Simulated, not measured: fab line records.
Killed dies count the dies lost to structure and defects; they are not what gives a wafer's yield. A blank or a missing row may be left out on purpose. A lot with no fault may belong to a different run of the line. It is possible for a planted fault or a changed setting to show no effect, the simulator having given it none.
Which tool was responsible? | flow n5-finfet | Sampling: 24 lots, 72 wafers, 6 of 1938 route steps

WHAT THE GAUGES READ, wafer by wafer
N5_BEOL_M6_CD_MEAS_35: target cd 40 nm, target cd y 28 nm.
lot  | measured     | on        | cd-nm (nm)
L074 | day 8 04:54  | cd-sem-01 | 41.0 41.6 40.8
L075 | day 8 20:07  | cd-sem-01 | 40.7 40.2 39.2
L078 | day 9 02:44  | cd-sem-01 | 40.1 39.6 38.8
L077 | day 9 09:09  | cd-sem-01 | 40.7 40.5 40.0
L076 | day 9 09:40  | cd-sem-01 | 39.8 39.7 39.5
L079 | day 9 11:31  | cd-sem-02 | 40.0 40.4 39.8
L080 | day 9 21:58  | cd-sem-01 | 40.5 39.8 40.2
L081 | day 10 08:01 | cd-sem-02 | 40.4 40.2 39.9
L083 | day 10 11:34 | cd-sem-01 | 40.6 40.2 40.5
L082 | day 10 16:09 | cd-sem-02 | 41.5 40.0 40.0
L084 | day 10 18:18 | cd-sem-02 | 40.6 40.0 39.3
L085 | day 11 14:08 | cd-sem-02 | 40.9 41.0 41.6
L086 | day 11 20:31 | cd-sem-02 | 41.8 41.3 41.1
L087 | day 11 20:41 | cd-sem-02 | 40.3 40.5 41.1
L088 | day 11 22:37 | cd-sem-01 | 40.2 40.0 39.7
L089 | day 12 00:49 | cd-sem-02 | 39.4 40.9 40.2
L090 | day 12 16:20 | cd-sem-01 | 39.4 39.8 40.1
L092 | day 12 23:07 | cd-sem-02 | 41.0 40.0 40.2
L091 | day 12 23:31 | cd-sem-01 | 40.5 41.6 41.8
L093 | day 13 07:52 | cd-sem-01 | 40.4 40.4 40.7
L095 | day 13 22:33 | cd-sem-02 | 40.8 40.9 41.1
L094 | day 14 03:05 | cd-sem-02 | 39.6 40.2 40.7
L096 | day 14 03:29 | cd-sem-01 | 40.9 40.6 41.2
L097 | day 14 20:14 | cd-sem-03 | 40.8 39.6 41.1

N5_BEOL_M7_INSPECT_13: inspects for defects (brightfield).
lot  | measured     | on                | raw-defect-count
L074 | day 8 13:16  | defect-inspect-02 | 420 513 291
L075 | day 9 00:59  | defect-inspect-02 | 384 289 379
L078 | day 9 09:35  | defect-inspect-01 | 520 398 389
L077 | day 9 13:08  | defect-inspect-02 | 530 503 355
L076 | day 9 15:49  | defect-inspect-01 | 443 413 424
L079 | day 9 16:39  | defect-inspect-02 | 366 333 313
L080 | day 10 03:25 | defect-inspect-01 | 463 311 275
L081 | day 10 14:26 | defect-inspect-01 | 316 257 261
L083 | day 10 15:32 | defect-inspect-02 | 263 229 237
L082 | day 10 20:55 | defect-inspect-02 | 282 329 317
L084 | day 11 00:02 | defect-inspect-02 | 417 315 368
L085 | day 11 20:51 | defect-inspect-02 | 281 239 212
L086 | day 12 01:40 | defect-inspect-02 | 369 379 524
L087 | day 12 01:53 | defect-inspect-01 | 418 300 278
L088 | day 12 04:10 | defect-inspect-01 | 334 321 317
L089 | day 12 04:47 | defect-inspect-02 | 471 327 431
L090 | day 12 21:25 | defect-inspect-01 | 251 312 254
L092 | day 13 05:51 | defect-inspect-02 | 396 334 399
L091 | day 13 06:40 | defect-inspect-02 | 568 474 730
L093 | day 13 11:34 | defect-inspect-01 | 282 257 309
L095 | day 14 02:38 | defect-inspect-02 | 301 231 376
L094 | day 14 06:26 | defect-inspect-02 | 367 483 352
L096 | day 14 08:26 | defect-inspect-01 | 370 405 394
L097 | day 15 00:19 | defect-inspect-01 | 676 523 575

N5_BEOL_M8_CD_MEAS_18: pitch 80 nm, target cd 40 nm.
lot  | measured     | on        | cd-nm (nm)
L074 | day 8 20:56  | cd-sem-01 | 38.8 39.3 40.5
L075 | day 9 10:26  | cd-sem-01 | 39.7 40.6 40.4
L078 | day 9 16:54  | cd-sem-01 | 40.1 39.7 39.6
L077 | day 9 20:23  | cd-sem-02 | 40.2 40.5 40.7
L076 | day 9 23:07  | cd-sem-01 | 38.9 38.8 39.3
L079 | day 10 02:47 | cd-sem-01 | 39.8 40.4 41.0
L080 | day 10 13:19 | cd-sem-02 | 40.5 40.4 40.5
L081 | day 10 21:16 | cd-sem-02 | 40.1 41.0 39.9
L083 | day 10 21:34 | cd-sem-01 | 40.3 39.4 39.2
L082 | day 11 06:46 | cd-sem-01 | 39.4 40.0 39.1
L084 | day 11 07:50 | cd-sem-02 | 40.0 39.2 38.9
L085 | day 12 03:13 | cd-sem-02 | 39.6 39.9 39.5
L086 | day 12 09:03 | cd-sem-02 | 39.7 38.8 39.1
L087 | day 12 09:13 | cd-sem-01 | 39.6 40.3 39.9
L088 | day 12 12:19 | cd-sem-02 | 39.4 39.6 40.6
L089 | day 12 12:38 | cd-sem-02 | 39.0 39.5 38.9
L090 | day 13 06:30 | cd-sem-01 | 40.8 40.7 40.7
L092 | day 13 21:49 | cd-sem-02 | 40.8 39.3 40.1
L091 | day 13 21:39 | cd-sem-02 | 39.4 39.9 40.1
L093 | day 14 04:33 | cd-sem-01 | 40.0 39.8 40.0
L095 | day 14 10:37 | cd-sem-02 | 40.2 39.3 40.3
L094 | day 14 16:02 | cd-sem-01 | 39.7 39.8 40.2
L096 | day 14 21:41 | cd-sem-01 | 39.9 39.4 40.6
L097 | day 15 08:33 | cd-sem-03 | 39.7 39.9 40.7

WHICH TOOL RAN EACH LOT (tool, then ch and the chambers of the sampled wafers, then the start)
lot  | N5_BEOL_M6_ETCH_61                 | N5_BEOL_M7_ETCH_61                 | N5_BEOL_M8_ILD_DEP_00
L074 | rie-diel-06 ch 0,1,3, day 8 02:51  | rie-diel-03 ch 0,1,2, day 8 13:20  | pecvd-01 ch 0,1,2, day 8 17:26
L075 | rie-diel-02 ch 0,1,2, day 8 16:50  | rie-diel-03 ch 0,1, day 9 01:03    | pecvd-03 ch 0,1, day 9 06:38
L078 | rie-diel-01 ch 0,2,3, day 9 01:09  | rie-diel-05 ch 0,1,2, day 9 09:41  | pecvd-01 ch 0,1,2, day 9 13:47
L077 | rie-diel-01 ch 0,1,3, day 9 06:12  | rie-diel-05 ch 1,2,3, day 9 13:13  | pecvd-02 ch 0,2, day 9 18:31
L076 | rie-diel-06 ch 2,3, day 9 06:18    | rie-diel-03 ch 0,1,2, day 9 15:53  | pecvd-02 ch 0,1,2, day 9 20:08
L079 | rie-diel-01 ch 1,2,3, day 9 10:03  | rie-diel-03 ch 0,1,3, day 9 16:43  | pecvd-02 ch 0,1,2, day 9 22:47
L080 | rie-diel-01 ch 0,1,2, day 9 19:43  | rie-diel-03 ch 1,3, day 10 03:29   | pecvd-02 ch 1,2, day 10 08:20
L081 | rie-diel-02 ch 0,2,3, day 10 05:47 | rie-diel-05 ch 0,3, day 10 14:30   | pecvd-03 ch 1,2, day 10 18:08
L083 | rie-diel-02 ch 1,3, day 10 08:27   | rie-diel-05 ch 0,2,3, day 10 15:37 | pecvd-02 ch 0,2, day 10 19:13
L082 | rie-diel-02 ch 0,1,2, day 10 12:53 | rie-diel-03 ch 0,1,3, day 10 20:59 | pecvd-02 ch 1,2, day 11 03:38
L084 | rie-diel-01 ch 0,1,2, day 10 15:16 | rie-diel-04 ch 0,1,3, day 11 00:25 | pecvd-02 ch 0,1,2, day 11 04:58
L085 | rie-diel-02 ch 0,1,2, day 11 11:31 | rie-diel-05 ch 2,3, day 11 20:55   | pecvd-03 ch 0,2, day 12 01:17
L086 | rie-diel-02 ch 0,1,3, day 11 16:31 | rie-diel-05 ch 0,1,3, day 12 01:50 | pecvd-01 ch 1,2, day 12 06:18
L087 | rie-diel-06 ch 0,1,3, day 11 16:44 | rie-diel-03 ch 0,1,2, day 12 02:18 | pecvd-03 ch 1,2, day 12 06:50
L088 | rie-diel-06 ch 0,1,3, day 11 20:54 | rie-diel-03 ch 2,3, day 12 04:14   | pecvd-03 ch 0,1, day 12 08:34
L089 | rie-diel-02 ch 0,1,3, day 11 23:16 | rie-diel-03 ch 1,2,3, day 12 05:02 | pecvd-01 ch 0,1,2, day 12 09:28
L090 | rie-diel-02 ch 2,3, day 12 12:24   | rie-diel-04 ch 0,2,3, day 12 21:34 | pecvd-01 ch 0,1,2, day 13 03:20
L092 | rie-diel-01 ch 1,3, day 12 21:08   | rie-diel-05 ch 2,3, day 13 05:55   | pecvd-03 ch 0,1, day 13 18:36
L091 | rie-diel-02 ch 0,2, day 12 21:48   | rie-diel-03 ch 0,2, day 13 06:44   | pecvd-01 ch 0,1, day 13 17:04
L093 | rie-diel-01 ch 0,1,2, day 13 05:49 | rie-diel-03 ch 0,1,3, day 13 11:38 | pecvd-03 ch 0,1,2, day 14 01:08
L095 | rie-diel-01 ch 0,1,3, day 13 16:07 | rie-diel-04 ch 0,2,3, day 14 02:43 | pecvd-02 ch 0,1,2, day 14 08:33
L094 | rie-diel-06 ch 0,1,3, day 13 22:59 | rie-diel-03 ch 0,1, day 14 06:30   | pecvd-02 ch 0,1, day 14 10:05
L096 | rie-diel-02 ch 1,3, day 14 01:16   | rie-diel-04 ch 0,2,3, day 14 09:15 | pecvd-03 ch 0,1,2, day 14 18:24
L097 | rie-diel-02 ch 0,2,3, day 14 18:12 | rie-diel-03 ch 1,2, day 15 00:23   | pecvd-03 ch 0,1,2, day 15 05:56
- N5_BEOL_M6_ETCH_61: etches SiARC in CF4, target depth 45.5 nm, time 75.8 s.
- N5_BEOL_M7_ETCH_61: etches SiARC in CF4, target depth 45.5 nm, time 75.8 s.
- N5_BEOL_M8_ILD_DEP_00: deposits SiCOH lowk from DEMS/porogen, target thk 179.75 nm, time 33.4 s.

WHAT THE TOOLS THEMSELVES READ (means of the sampled wafers that have a number; where no wafer has one, the mark that the record gives instead)
N5_BEOL_M6_ETCH_61.
lot  | tool        | drypump-motor-current-A (A) | etch-rf-on-time-s (s) | mfc-ar-sccm (sccm) | oes-product-au (a.u.) | rf-vpp-V (V) | showerhead-plenum-p-Torr (Torr) | throttle-valve-pct (%)
L074 | rie-diel-06 | 5.9                         | 71.9                  | 99.7               | 0.76                  | 184.9        | 2.14                            | 15.45
L075 | rie-diel-02 | 5.9                         | 74.5                  | 100.3              | 0.73                  | 184.4        | 2.18                            | 15.48
L078 | rie-diel-01 | 5.4                         | 76.8                  | 100.1              | 0.72                  | 184.8        | 2.13                            | 15.46
L077 | rie-diel-01 | 5.0                         | 77.3                  | 100.0              | 0.66                  | 182.0        | 2.08                            | 15.67
L076 | rie-diel-06 | 5.6                         | 72.1                  | 100.3              | 0.67                  | 182.8        | 2.11                            | 15.77
L079 | rie-diel-01 | 5.5                         | 76.6                  | 99.9               | 0.72                  | 183.8        | 2.11                            | 15.61
L080 | rie-diel-01 | 5.3                         | 76.4                  | 100.3              | 0.67                  | 184.4        | 2.11                            | 15.68
L081 | rie-diel-02 | 5.8                         | 73.8                  | 99.9               | 0.77                  | 184.2        | 2.19                            | 15.51
L083 | rie-diel-02 | 6.2                         | 73.9                  | 99.8               | 0.75                  | 184.4        | 2.09                            | 15.54
L082 | rie-diel-02 | 5.9                         | 74.4                  | 99.9               | 0.71                  | 184.8        | 2.18                            | 15.51
L084 | rie-diel-01 | 5.3                         | 75.7                  | 99.5               | 0.66                  | 184.3        | 2.11                            | 15.69
L085 | rie-diel-02 | 5.9                         | 74.7                  | 100.0              | 0.70                  | 183.4        | 2.18                            | 15.53
L086 | rie-diel-02 | 6.0                         | 74.5                  | 100.3              | 0.71                  | 184.0        | 2.15                            | 15.56
L087 | rie-diel-06 | 5.8                         | 71.7                  | 100.0              | 0.72                  | 183.7        | 2.13                            | 15.51
L088 | rie-diel-06 | 5.8                         | 72.5                  | 100.1              | 0.72                  | 184.2        | 2.13                            | 15.51
L089 | rie-diel-02 | 6.0                         | 74.1                  | 100.0              | 0.71                  | 184.5        | 2.14                            | 15.55
L090 | rie-diel-02 | 5.9                         | 73.4                  | 100.3              | 0.74                  | 184.6        | 2.15                            | 15.54
L092 | rie-diel-01 | 5.2                         | 75.3                  | 99.9               | 0.68                  | 183.5        | 2.07                            | 15.65
L091 | rie-diel-02 | 5.6                         | 74.2                  | 99.8               | 0.72                  | 184.5        | 2.23                            | 15.56
L093 | rie-diel-01 | 5.3                         | 77.6                  | 100.0              | 0.64                  | 183.8        | 2.10                            | 15.74
L095 | rie-diel-01 | 5.0                         | 76.4                  | 99.8               | 0.63                  | 182.8        | 2.07                            | 15.73
L094 | rie-diel-06 | 5.8                         | 73.4                  | 99.9               | 0.70                  | 185.0        | 2.13                            | 15.55
L096 | rie-diel-02 | 6.2                         | 75.1                  | 99.9               | 0.71                  | 182.7        | 2.08                            | 15.61
L097 | rie-diel-02 | 5.8                         | 73.8                  | 100.1              | 0.72                  | 184.6        | 2.18                            | 15.59

N5_BEOL_M7_ETCH_61.
lot  | tool        | drypump-motor-current-A (A) | etch-rf-on-time-s (s) | mfc-ar-sccm (sccm) | oes-product-au (a.u.) | rf-vpp-V (V) | showerhead-plenum-p-Torr (Torr) | throttle-valve-pct (%)
L074 | rie-diel-03 | 5.87                        | 75.4                  | 100.1              | 0.64                  | 183.8        | 2.14                            | 15.79
L075 | rie-diel-03 | 6.03                        | 76.0                  | 100.1              | 0.63                  | 183.8        | 2.11                            | 15.85
L078 | rie-diel-05 | 5.76                        | 76.0                  | 100.1              | 0.63                  | 184.2        | 2.17                            | 15.83
L077 | rie-diel-05 | 5.83                        | 75.4                  | 100.1              | 0.65                  | 184.8        | 2.15                            | 15.75
L076 | rie-diel-03 | 5.86                        | 76.5                  | 100.1              | 0.63                  | 183.6        | 2.13                            | 15.81
L079 | rie-diel-03 | 5.86                        | 74.6                  | 100.0              | 0.70                  | 183.3        | 2.15                            | 15.64
L080 | rie-diel-03 | 5.65                        | 74.4                  | 99.8               | 0.70                  | 183.5        | 2.13                            | 15.63
L081 | rie-diel-05 | 5.86                        | 76.3                  | 100.1              | 0.59                  | 182.5        | 2.09                            | 16.00
L083 | rie-diel-05 | 5.88                        | 74.5                  | 100.0              | 0.65                  | 183.8        | 2.14                            | 15.88
L082 | rie-diel-03 | 5.88                        | 75.1                  | 99.8               | 0.68                  | 184.5        | 2.15                            | 15.66
L084 | rie-diel-04 | 5.93                        | 76.1                  | 100.3              | 0.64                  | 183.3        | 2.09                            | 15.69
L085 | rie-diel-05 | 5.89                        | 73.9                  | 99.9               | 0.69                  | 184.5        | 2.19                            | 15.78
L086 | rie-diel-05 | 5.82                        | 75.7                  | 100.0              | 0.75                  | 182.9        | 2.09                            | 15.58
L087 | rie-diel-03 | 5.86                        | 76.2                  | 99.9               | 0.61                  | 184.7        | 2.13                            | 15.85
L088 | rie-diel-03 | 5.73                        | 74.7                  | 100.1              | 0.68                  | 185.6        | 2.23                            | 15.61
L089 | rie-diel-03 | 5.70                        | 76.4                  | 100.1              | 0.68                  | 184.7        | 2.18                            | 15.63
L090 | rie-diel-04 | 5.79                        | 77.1                  | 99.7               | 0.64                  | 183.8        | 2.15                            | 15.69
L092 | rie-diel-05 | 5.94                        | 75.4                  | 100.1              | 0.65                  | 184.5        | 2.12                            | 15.82
L091 | rie-diel-03 | 6.07                        | 75.1                  | 99.8               | 0.61                  | 184.7        | 2.14                            | 15.88
L093 | rie-diel-03 | 5.88                        | 74.3                  | 100.3              | 0.66                  | 184.6        | 2.14                            | 15.70
L095 | rie-diel-04 | 5.80                        | 76.6                  | 99.8               | 0.64                  | 184.3        | 2.15                            | 15.72
L094 | rie-diel-03 | 6.06                        | 75.5                  | 100.5              | 0.60                  | 184.2        | 2.09                            | 15.93
L096 | rie-diel-04 | 5.77                        | 76.9                  | 100.3              | 0.64                  | 184.5        | 2.15                            | 15.72
L097 | rie-diel-03 | 5.62                        | 76.0                  | 99.8               | 0.61                  | 184.0        | 2.10                            | 15.86

N5_BEOL_M8_ILD_DEP_00.
lot  | tool     | heater-power-w (W) | showerhead-plenum-p-Torr (Torr) | throttle-valve-pct (%)
L074 | pecvd-01 | 321                | 5.733                           | 13.9
L075 | pecvd-03 | 338                | 5.757                           | 14.7
L078 | pecvd-01 | 306                | 5.734                           | 13.8
L077 | pecvd-02 | 326                | 5.731                           | 14.2
L076 | pecvd-02 | 322                | 5.732                           | 13.9
L079 | pecvd-02 | 328                | 5.735                           | 14.2
L080 | pecvd-02 | 298                | 5.737                           | 13.6
L081 | pecvd-03 | 332                | 5.747                           | 14.4
L083 | pecvd-02 | 267                | 5.738                           | 13.8
L082 | pecvd-02 | 351                | 5.739                           | 14.0
L084 | pecvd-02 | 321                | 5.741                           | 14.2
L085 | pecvd-03 | 330                | 5.749                           | 14.1
L086 | pecvd-01 | 328                | 5.730                           | 13.6
L087 | pecvd-03 | 292                | 5.749                           | 14.1
L088 | pecvd-03 | 348                | 5.743                           | 14.7
L089 | pecvd-01 | 312                | 5.737                           | 13.9
L090 | pecvd-01 | 312                | 5.738                           | 13.9
L092 | pecvd-03 | 335                | 5.759                           | 14.8
L091 | pecvd-01 | 301                | 5.737                           | 14.9
L093 | pecvd-03 | 322                | 5.750                           | 14.3
L095 | pecvd-02 | 325                | 5.725                           | 14.2
L094 | pecvd-02 | 359                | 5.733                           | 14.5
L096 | pecvd-03 | 338                | 5.755                           | 14.5
L097 | pecvd-03 | 296                | 5.752                           | 14.4

THE ANSWER, worked out from the rows above alone
Rule: the usual values come from the lots themselves. Put in order of their means at a reading, lots are off if they are a third of the lots or fewer, leave a main group of 4 or more, and stand apart from it by a gap of 3 or more times the standard deviation of the main group's means; of several such gaps the widest counts. The tables above print the reading to a certain number of digits; a main group whose means all agree to those digits is not used. Also off: a lot with no number at a reading for which 4 or more lots have one. Where the step has rows for the other lots, those lots are counted as sound. Order of review: gauges by route order, followed by the tools' own readings, for which a lot's mean as printed above is used. At the first step where some lot is off, the reading lying furthest off is the one used; lots without a number count as furthest.
No lot is off at any reading shown: from this, nothing can be told.

WHAT WAS PUT IN BY THE SIMULATOR
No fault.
